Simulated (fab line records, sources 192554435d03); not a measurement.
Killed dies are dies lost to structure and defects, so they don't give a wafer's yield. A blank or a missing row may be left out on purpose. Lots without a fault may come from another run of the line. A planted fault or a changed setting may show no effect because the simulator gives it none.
fab line records | flow n5_finfet
record lots=8 wafers=24 last_day=19
route steps=1938 shown BEOL_M2@857 BEOL_M4@1111 PASSIVATION@1936
lots that met no fault: from a run of the same line without faults
start_h: hours from the record's first day to the start of the lot's first wafer shown | wait_h: hours since the lot's step before | " the same as in the row above | L1.1+2: a row that stands for several wafers | - no value, or no start given | * or withheld: withheld | < > ~ a bound
route shown NAME@n: a module of which the file shows steps, and the number in the route of the first | usual: mean/standard deviation of fault-free wafers | same: alike in all rows | chamber/n: place in a boat | sites: the reading at each site | _std_site: their standard deviation | _edge_site: outer sites' mean less inner sites' | radius_mm: how far each site lies from the wafer's centre | mask NAME#n: copy n | behind: the tool/chamber that last shaped the wafer | hold: why the lot was held/for how many hours/how that ended | device: the transistor (n, p or np) that didn't switch | end of line: the same wafers' tests at the end of the route | a step without rows: its recipe alone | killed: dies lost to structure and defects at the first sort, not the wafer's yield | map: a wafer's dies, x killed, . not, _ none there
set.NAME: the setting as run; set.NAME@STEP: as run at that earlier step | model.NAME: the simulator's own value behind a step, which no gauge read
steps of the route over a sample of lots; a table a step, a row a wafer
services: from which hour (start_h, from the record's first day; less than 0 if before it) a tool's chamber was out of use, for how many hours, and why
## steps
# step N5_BEOL_M2_DESCUM_16
# recipe chemistry=O2 time_s=7 source_power_w=50 bias_power_w=20 pressure_mtorr=20 rf_frequency_hz=2.712e+07 temp_c=40 resist=CAR-EUV o2_flow_sccm=225
# usual chamber_pressure_mTorr=19.998/0.024 drypump_motor_current_A=5.9/0.49 oes_product_au=0.78/0.1 rf_vpp_V=242.9/1.4 showerhead_plenum_p_Torr=2.08/0.075 throttle_valve_pct=20.4/0.32
# columns lot.wafer tool chamber start_h wait_h chamber_pressure_mTorr drypump_motor_current_A oes_product_au rf_hours_counter_h rf_vpp_V showerhead_plenum_p_Torr throttle_valve_pct
L226.2 rie_diel-01 0 202.38 0.0 19.987 6.4 0.70 200 246.4 2.15 20.7
L226.4 " 1 " " 19.990 5.8 0.88 - 241.9 2.04 20.5
L226.6 " 3 " " 20.008 5.9 0.92 - 241.6 2.05 20.0
L228.2 rie_diel-04 2 211.26 0.1 19.975 5.6 0.71 195 241.6 2.01 20.8
L228.3 " 1 " " 20.005 6.4 0.92 11 245.3 2.14 20.1
L228.4 " 0 " " 20.009 6.0 0.74 143 242.8 2.11 20.9
L229.1 rie_diel-03 2 216.80 0.4 19.984 5.3 0.75 138 240.4 2.02 20.1
L229.5 " 2 " " 19.995 5.3 0.75 - 241.8 2.02 20.1
L229.6 " 1 " " 20.011 5.2 0.94 - 243.4 2.15 20.0
L230.1 rie_diel-04 2 217.99 0.2 20.015 5.6 0.71 198 240.8 2.01 20.8
L230.2 " 0 " " 20.020 6.0 0.74 146 243.4 2.11 20.9
L230.5 " 1 " " 19.961 6.4 0.93 - 242.9 2.14 20.1
L233.3 rie_diel-01 1 233.03 0.0 19.974 5.8 0.87 45 241.6 2.04 20.5
L233.4 " 2 " " 20.025 6.6 0.74 168 241.8 2.02 21.0
L233.5 " 1 " " 19.986 5.8 0.88 - 243.6 2.04 20.4
L238.2 rie_diel-03 0 261.63 0.0 19.996 5.6 1.00 0 244.5 2.25 20.2
L238.5 " 3 " " 20.003 6.5 0.69 - 244.9 2.15 20.6
L238.6 " 0 " " 20.003 5.6 1.00 - 247.3 2.25 20.2
L239.2 rie_diel-04 1 273.86 0.0 19.999 6.4 0.87 42 242.9 2.13 20.1
L239.4 " 3 " " 19.990 5.2 0.92 9 244.7 2.23 19.9
L239.5 " 2 " " 19.990 5.6 0.69 - 239.9 2.00 20.9
L240.2 rie_diel-03 3 278.11 0.2 19.993 6.5 0.68 243 243.6 2.15 20.6
L240.3 " 0 " " 19.992 5.6 0.97 6 245.2 2.25 20.2
L240.6 " 0 " " 20.002 5.6 0.96 - 245.5 2.25 20.2
# step N5_BEOL_M2_ETCH_74
# recipe chemistry=N2/H2 target=underlayer target_depth_a=65 mask_material=CAR-EUV time_s=5.2 ion_energy_ev=200 pressure_mtorr=30 source_w=840 bias_w=150 n2_flow_sccm=200 h2_flow_sccm=200 ends=cleared
# usual bias_w=150.0/0.43 chamber_pressure_mTorr=30.00/0.042 drypump_motor_current_A=5.9/0.49 etch_rf_on_time_s=5.27/0.1 oes_product_au=0.66/0.085 rf_vpp_V=523.3/2.9 showerhead_plenum_p_Torr=2.53/0.098 throttle_valve_pct=17.8/0.32
# columns lot.wafer tool chamber start_h wait_h bias_w chamber_pressure_mTorr drypump_motor_current_A etch_rf_on_time_s oes_product_au rf_hours_counter_h rf_vpp_V showerhead_plenum_p_Torr throttle_valve_pct
L226.2 rie_diel-01 0 202.41 0.0 150.2 29.97 6.4 5.37 0.60 200 526.3 2.61 18.1
L226.4 " 1 " " 149.7 30.06 5.8 5.18 0.75 - 522.3 2.48 17.8
L226.6 " 3 " " 150.2 29.99 6.0 5.12 0.77 - 521.3 2.46 17.2
L228.2 rie_diel-04 2 211.29 0.0 149.2 30.02 5.6 5.23 0.60 195 518.1 2.42 18.1
L228.3 " 1 " " 150.1 30.02 6.4 5.35 0.76 11 525.7 2.61 17.5
L228.4 " 0 " " 150.2 30.03 6.0 5.33 0.64 143 522.5 2.55 18.3
L229.1 rie_diel-03 2 216.84 0.0 149.6 30.08 5.3 5.24 0.65 138 522.2 2.44 17.6
L229.5 " 2 " " 150.0 30.02 5.3 5.20 0.65 - 521.0 2.44 17.5
L229.6 " 1 " " 149.3 30.01 5.2 5.28 0.82 - 523.6 2.61 17.5
L230.1 rie_diel-04 2 218.02 0.0 150.1 30.02 5.6 5.21 0.60 198 517.1 2.42 18.1
L230.2 " 0 " " 150.2 29.98 6.0 5.27 0.64 146 526.5 2.55 18.3
L230.5 " 1 " " 150.1 30.01 6.4 5.29 0.78 - 526.0 2.61 17.6
L233.3 rie_diel-01 1 233.06 0.0 150.8 30.04 5.8 5.14 0.75 45 522.7 2.48 17.8
L233.4 " 2 " " 150.6 29.98 6.5 5.32 0.63 168 521.8 2.43 18.3
L233.5 " 1 " " 150.9 29.99 5.7 5.19 0.74 - 523.4 2.48 17.8
L238.2 rie_diel-03 0 261.66 0.0 149.6 29.95 5.7 5.21 0.85 0 528.0 2.74 17.6
L238.5 " 3 " " 149.6 29.99 6.5 5.45 0.58 - 527.3 2.62 18.1
L238.6 " 0 " " 150.3 29.98 5.7 5.21 0.85 - 528.0 2.74 17.6
L239.2 rie_diel-04 1 273.90 0.0 150.1 29.97 6.4 5.27 0.73 42 526.7 2.60 17.6
L239.4 " 3 " " 149.2 29.96 5.2 5.22 0.79 9 527.1 2.70 17.3
L239.5 " 2 " " 149.8 29.92 5.6 5.19 0.60 - 519.6 2.40 18.1
L240.2 rie_diel-03 3 278.14 0.0 150.2 30.01 6.5 5.38 0.59 244 526.1 2.62 18.1
L240.3 " 0 " " 149.5 29.99 5.7 5.19 0.82 6 528.8 2.74 17.6
L240.6 " 0 " " 149.6 30.04 5.6 5.14 0.82 - 528.8 2.74 17.6
# step N5_BEOL_M2_ETCH_70
# recipe chemistry=N2/H2 target=SOC target_depth_a=800 overetch_a=240 mask_material=SiARC temp_c=40 time_s=130 ion_energy_ev=200 pressure_mtorr=30 source_w=840 bias_w=150 n2_flow_sccm=200 h2_flow_sccm=200
# usual bias_w=150.0/0.45 chamber_pressure_mTorr=30.000/0.03 drypump_motor_current_A=6.0/0.47 oes_product_au=0.59/0.065 rf_vpp_V=523.4/2.8 showerhead_plenum_p_Torr=2.52/0.095 throttle_valve_pct=17.8/0.38
# columns lot.wafer tool chamber start_h wait_h bias_w chamber_pressure_mTorr drypump_motor_current_A oes_product_au rf_hours_counter_h rf_vpp_V showerhead_plenum_p_Torr throttle_valve_pct
L226.2 rie_diel-01 0 220.51 0.0 149.8 30.023 6.4 0.53 206 527.5 2.61 18.0
L226.4 " 2 " " 149.8 30.002 6.6 0.55 164 520.2 2.43 18.3
L226.6 " 3 " " 150.7 29.998 6.0 0.66 - 524.0 2.46 17.2
L228.2 rie_diel-01 1 241.04 0.0 150.6 30.036 5.8 0.63 48 522.7 2.48 17.8
L228.3 " 0 " " 150.7 30.001 6.4 0.52 213 525.9 2.61 18.0
L228.4 " 3 " " 150.6 29.990 6.0 0.64 56 521.3 2.45 17.2
L229.1 rie_diel-03 2 247.22 0.0 150.0 30.014 5.3 0.55 151 521.2 2.44 17.5
L229.5 " 2 " " 149.9 30.034 5.3 0.56 - 520.3 2.44 17.5
L229.6 " 1 " " 149.4 30.004 5.2 0.68 - 525.4 2.60 17.5
L230.1 rie_diel-01 2 251.26 0.0 149.4 29.988 6.6 0.55 177 520.6 2.43 18.3
L230.2 " 3 " " 150.2 29.931 5.9 0.64 61 523.2 2.45 17.2
L230.5 " 2 " " 149.2 29.953 6.6 0.54 - 521.0 2.43 18.3
L233.3 rie_diel-01 0 261.67 0.0 150.9 30.009 6.4 0.52 221 524.8 2.60 18.1
L233.4 " 3 " " 150.5 30.018 5.9 0.64 65 520.7 2.45 17.3
L233.5 " 1 " " 150.2 30.013 5.8 0.63 - 521.0 2.48 17.8
L238.2 rie_diel-03 0 300.10 0.0 150.3 30.014 5.6 0.69 10 528.6 2.73 17.6
L238.5 " 1 " " 150.4 29.944 5.2 0.66 - 525.9 2.60 17.5
L238.6 " 0 " " 149.7 29.999 5.6 0.70 - 530.0 2.73 17.6
L239.2 rie_diel-04 1 303.35 0.0 148.8 29.957 6.4 0.62 56 523.4 2.59 17.6
L239.4 " 0 " " 150.3 29.964 6.0 0.53 - 524.7 2.53 18.3
L239.5 " 1 " " 149.7 30.010 6.4 0.62 - 525.0 2.59 17.6
L240.2 rie_diel-01 0 307.54 0.0 149.6 29.984 6.4 0.51 240 526.5 2.60 18.1
L240.3 " 2 " " 150.7 30.012 6.6 0.54 195 519.3 2.42 18.4
L240.6 " 3 " " 149.9 29.963 5.9 0.61 - 522.4 2.44 17.3
# step N5_BEOL_M2_VIA_ETCH_34
# recipe chemistry=C4F6/O2 target_depth_a=694 mask_material=SOC pressure_mtorr=15 ion_energy_ev=250 taper_deg=4 time_s=65.9 source_w=350 bias_w=170 Ar_flow_sccm=300 C4F6_flow_sccm=10 O2_flow_sccm=10
# usual C4F6_flow_sccm=10.00/0.031 O2_flow_sccm=10.00/0.032 chamber_pressure_mTorr=14.999/0.014 drypump_motor_current_A=6.0/0.47 oes_product_au=0.79/0.095 rf_vpp_V=670/12 showerhead_plenum_p_Torr=2.82/0.1 throttle_valve_pct=30.7/0.34
# columns lot.wafer tool chamber start_h wait_h C4F6_flow_sccm O2_flow_sccm chamber_pressure_mTorr drypump_motor_current_A oes_product_au rf_hours_counter_h rf_vpp_V showerhead_plenum_p_Torr throttle_valve_pct
L226.2 rie_diel-01 0 220.62 0.0 10.00 10.01 14.987 6.4 0.71 206 651 2.94 31.2
L226.4 " 2 " " 10.02 10.01 14.985 6.5 0.74 164 662 2.71 31.1
L226.6 " 3 " " 10.03 10.06 14.998 5.9 0.90 - 664 2.78 30.4
L228.2 rie_diel-01 1 241.15 0.0 10.01 9.99 15.002 5.8 0.87 48 671 2.75 30.6
L228.3 " 0 " " 9.99 10.00 14.982 6.4 0.70 213 652 2.94 31.2
L228.4 " 3 " " 9.97 10.01 14.998 5.9 0.89 56 664 2.78 30.4
L229.1 rie_diel-03 2 247.33 0.0 - - - - - - - - -
L229.5 " 2 " " - - - - - - - - -
L229.6 " 1 " " - - - - - - - - -
L230.1 rie_diel-01 2 251.37 0.0 - - - - - - - - -
L230.2 " 3 " " - - - - - - - - -
L230.5 " 2 " " - - - - - - - - -
L233.3 rie_diel-01 0 261.77 0.0 - - - - - - - - -
L233.4 " 3 " " - - - - - - - - -
L233.5 " 1 " " - - - - - - - - -
L238.2 rie_diel-03 0 300.21 0.0 10.02 10.03 15.009 5.7 0.94 10 676 3.03 30.6
L238.5 " 1 " " 9.98 9.96 15.007 5.2 0.87 - 670 2.90 30.4
L238.6 " 0 " " 9.96 10.02 14.990 5.6 0.93 - 676 3.03 30.6
L239.2 rie_diel-04 1 303.45 0.0 10.05 9.94 14.988 6.4 0.84 56 682 2.90 30.6
L239.4 " 0 " " 10.02 9.98 14.985 6.0 0.72 - 662 2.83 31.3
L239.5 " 1 " " 9.98 9.99 14.992 6.4 0.84 - 679 2.90 30.5
L240.2 rie_diel-01 0 307.65 0.0 9.99 10.09 14.994 6.5 0.67 240 653 2.92 31.2
L240.3 " 2 " " 9.99 10.01 15.003 6.5 0.72 195 661 2.70 31.1
L240.6 " 3 " " 9.96 10.02 15.010 5.9 0.86 - 663 2.77 30.4
# step N5_BEOL_M4_RC_MEAS_101
# usual DIBL_N=35.8/1.7 DIBL_P=35.3/2 IOFF_N=0.150/0.026 IOFF_P=0.194/0.029 ION_N=667/11 ION_P=456/7.1 SS_N=71.4/0.65 SS_P=73.1/0.64 VT_N=251/3 VT_P=-252/3.2
# columns lot.wafer tool chamber start_h wait_h DIBL_N[mV/V] DIBL_P[mV/V] IOFF_N[nA/um] IOFF_P[nA/um] ION_N[uA/um] ION_P[uA/um] SS_N[mV/dec] SS_P[mV/dec] VT_N[mV] VT_P[mV]
L226.2 prober-01 0 277.01 0.2 34.5 36.0 0.148 0.217 665 464 71.5 73.9 250 -247
L226.4 " 0 " " 33.9 34.6 0.136 0.202 660 463 70.9 72.9 251 -250
L226.6 " 0 " " 35.6 36.7 0.175 0.238 671 462 71.9 73.8 247 -246
L228.2 prober-02 0 286.73 0.2 37.4 38.0 0.163 0.246 681 466 70.8 73.6 250 -247
L228.3 " 0 " " 32.9 32.1 0.104 0.162 668 461 70.4 72.0 254 -252
L228.4 " 0 " " 36.3 35.2 0.139 0.201 664 467 70.6 72.2 253 -251
L238.2 prober-01 0 344.32 0.2 34.3 34.8 0.117 0.170 668 463 70.9 73.4 255 -253
L238.5 " 0 " " 36.6 37.6 0.153 0.217 666 458 71.9 73.2 253 -251
L238.6 " 0 " " 34.5 35.9 0.129 0.184 674 463 71.3 73.1 252 -253
L239.2 prober-02 0 347.74 0.2 37.6 35.2 0.177 0.217 680 463 71.3 73.9 248 -248
L239.4 " 0 " " 36.5 35.3 0.159 0.212 669 461 70.4 72.7 250 -250
L239.5 " 0 " " 36.8 36.0 0.167 0.225 679 464 71.2 73.7 250 -252
L240.2 prober-02 0 349.58 0.2 36.4 37.8 0.167 0.192 676 457 71.4 73.8 247 -252
L240.3 " 0 " " 32.1 30.6 0.103 0.114 649 443 70.6 71.6 255 -260
L240.6 " 0 " " 38.1 38.0 0.195 0.186 674 452 72.7 73.5 247 -255
# step N5_PASSIVATION_PROBE_49
# usual defect_limited_yield=91.5/1.4 killed_at_M0_to_M3=34/11 killed_at_M4_up=15/6 killed_at_contacts=11/5.9 killed_at_front_end=37/11 killed_at_other=3.6/2.9 killed_dies=101/17 killed_on_rim=13/4 killed_open=66/12 killed_short=33/7.8 sort_bin_5_function=5.0/0.97 sort_bin_6_memory=3.2/0.65 sort_bin_8_speed=0.02/0.2 sort_n_pass=1079/17 sort_yield_pct=91.4/1.4
# same gross_dies=1180 killed_at_back_side=0 sort_bin_4_leakage[%]=0
# columns lot.wafer tool chamber start_h wait_h defect_limited_yield[%] killed_at_M0_to_M3 killed_at_M4_up killed_at_contacts killed_at_front_end killed_at_other killed_dies killed_on_rim killed_open killed_short sort_bin_5_function[%] sort_bin_6_memory[%] sort_bin_8_speed[%] sort_n_pass sort_yield_pct[%]
L230.1 prober-01 - 392.37 0.0 0 1123 13 8 36 0 1180 152 63 37 96.8 3.0 0 0 0
L230.2 prober-01 - 392.42 0.1 0 1110 16 9 40 5 1180 152 55 32 97.1 2.7 0 0 0
L230.5 prober-01 - 392.57 0.2 0 1120 18 7 31 4 1180 152 69 32 96.6 2.9 0 0 0
L229.1 prober-01 - 414.83 0.0 0 1123 11 12 28 6 1180 152 54 23 96.7 3.1 0 0 0
L229.5 prober-01 - 415.03 0.2 0 1111 16 11 39 3 1180 152 65 28 97.1 2.7 0 0 0
L229.6 prober-01 - 415.08 0.3 0 1117 20 12 25 6 1180 152 76 26 96.2 3.3 0 0 0
L233.3 prober-01 - 418.54 0.1 0 1125 22 16 11 6 1180 152 55 29 97.0 2.8 0 0 0
L233.4 prober-01 - 418.59 0.2 0 1103 10 15 42 10 1180 152 88 42 95.8 3.7 0 0 0
L233.5 prober-01 - 418.64 0.2 0 1113 18 12 33 4 1180 152 65 31 96.9 2.8 0 0 0
# killed by level:class
L230.1 BEOL_M2:area_etch=1079 BEOL_M0_SAQP:geometric_particle:short=19 STI_FIN_REVEAL:geometric_particle:open=10 BEOL_M0_SAQP:geometric_particle:open=9 BEOL_M1:geometric_particle:open=7 BEOL_M4:geometric_particle:open=7 DUMMY_GATE:geometric_particle:open=6 FIN_SAQP:geometric_particle:open=5
L230.2 BEOL_M2:area_etch=1093 STI_FIN_REVEAL:geometric_particle:open=8 BEOL_M4:geometric_particle:open=8 GATE_CUT:geometric_particle:short=7 MOL_CONTACT_COAG:geometric_particle:open=7 FIN_SAQP:geometric_particle:open=6 DUMMY_GATE:geometric_particle:open=4 GATE_CUT:geometric_particle:open=4
L230.5 BEOL_M2:area_etch=1077 BEOL_M4:geometric_particle:open=13 BEOL_M0_SAQP:geometric_particle:short=10 BEOL_M3:geometric_particle:open=10 BEOL_M2:geometric_particle:open=9 STI_FIN_REVEAL:geometric_particle:open=8 MOL_CONTACT_COAG:geometric_particle:open=6 BEOL_M0_SAQP:geometric_particle:open=6
L229.1 BEOL_M2:area_etch=1100 MOL_CONTACT_COAG:geometric_particle:open=10 BEOL_M3:geometric_particle:open=7 DUMMY_GATE:geometric_particle:open=6 STI_FIN_REVEAL:geometric_particle:open=5 STARTING-WAFER:geometric_particle:short=5 BEOL_M0_SAQP:geometric_particle:short=4 BEOL_M2:geometric_particle:open=4
L229.5 BEOL_M2:area_etch=1087 FIN_SAQP:geometric_particle:short=10 DUMMY_GATE:geometric_particle:open=9 STI_FIN_REVEAL:geometric_particle:open=8 MOL_CONTACT_COAG:geometric_particle:open=8 BEOL_M0_SAQP:geometric_particle:open=6 BEOL_M1:geometric_particle:open=4 BEOL_M2:geometric_particle:open=4
L229.6 BEOL_M2:area_etch=1078 MOL_CONTACT_COAG:geometric_particle:open=11 BEOL_M3:geometric_particle:open=10 BEOL_M0_SAQP:geometric_particle:open=9 BEOL_M0_SAQP:geometric_particle:short=8 BEOL_M4:geometric_particle:open=8 BEOL_M2:geometric_particle:open=6 DUMMY_GATE:geometric_particle:open=5
L233.3 BEOL_M2:area_etch=1094 MOL_CONTACT_COAG:geometric_particle:open=12 BEOL_M4:geometric_particle:open=9 BEOL_M3:geometric_particle:open=6 BEOL_M2:geometric_particle:open=5 MOL_CONTACT_COAG:geometric_particle:short=4 BEOL_M0_SAQP:geometric_particle:short=4 BEOL_M2:geometric_particle:short=4
L233.4 BEOL_M2:area_etch=1046 MOL_CONTACT_COAG:geometric_particle:open=14 BEOL_M0_SAQP:geometric_particle:open=13 STI_FIN_REVEAL:geometric_particle:open=12 BEOL_M0_SAQP:geometric_particle:short=12 FIN_SAQP:geometric_particle:open=11 BEOL_M2:geometric_particle:open=7 BEOL_M3:geometric_particle:open=6
L233.5 BEOL_M2:area_etch=1083 DUMMY_GATE:geometric_particle:open=10 MOL_CONTACT_COAG:geometric_particle:open=9 BEOL_M4:geometric_particle:open=8 BEOL_M0_SAQP:geometric_particle:open=8 BEOL_M0_SAQP:geometric_particle:short=6 STI_FIN_REVEAL:geometric_particle:open=5 BEOL_M3:geometric_particle:open=5
## services
# columns tool chamber start_h hours kind
rie_diel-03 1 182.04 - clean
rie_diel-03 1 182.04 - consumable_replace:focus_ring
rie_diel-03 1 182.04 21.0 scheduled_down
rie_diel-03 1 182.04 21.0 vent_cycle
rie_diel-01 2 196.01 16.2 repair
rie_diel-04 3 217.41 - clean
rie_diel-04 3 217.41 - consumable_replace:focus_ring
rie_diel-04 3 217.41 - consumable_replace:showerhead
rie_diel-04 3 217.41 30.8 scheduled_down
rie_diel-04 3 217.41 30.8 vent_cycle
rie_diel-01 0 236.26 2.0 repair
rie_diel-03 0 237.96 - clean
rie_diel-03 0 237.96 - consumable_replace:focus_ring
rie_diel-03 0 237.96 - consumable_replace:showerhead
rie_diel-03 0 237.96 22.2 scheduled_down
rie_diel-03 0 237.96 22.2 vent_cycle
rie_diel-01 1 242.72 9.3 repair
rie_diel-03 1 252.93 10.3 repair
rie_diel-04 2 296.24 7.2 repair
rie_diel-03 3 303.59 - clean
rie_diel-03 3 303.59 - consumable_replace:focus_ring
rie_diel-03 3 303.59 24.1 scheduled_down
rie_diel-03 3 303.59 24.1 vent_cycle
## key
first_sign step=N5_BEOL_M2_VIA_ETCH_34 reading=tool_record direction=missing
effect step=N5_PASSIVATION_PROBE_49 reading=killed_at_M0_to_M3 direction=up sigmas=99+ usual=34 struck=1116
more_kills_born_at N5_BEOL_M2_VIA_ETCH_34@rie_diel-01=6472 N5_BEOL_M2_VIA_ETCH_34@rie_diel-03=3265
met_at N5_BEOL_M2_VIA_ETCH_34
struck_lots L229,L230,L233
later_rows_left_out L229.1,L229.5,L229.6,L230.1,L230.2,L230.5,L233.3,L233.4,L233.5
not_acting_at N5_BEOL_M2_DESCUM_16,N5_BEOL_M2_ETCH_74,N5_BEOL_M2_ETCH_70
onset_between 241.15 247.33
fault kind=skipped_step_whole tool=rie_diel-01,rie_diel-03 chamber=- onset_h=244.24 steps=N5_BEOL_M2_VIA_ETCH_34 scope=struck_lots_only
# later_rows_left_out: the simulator's readings of these wafers behind a module that went badly wrong aren't trusted and aren't shown, but for the sort
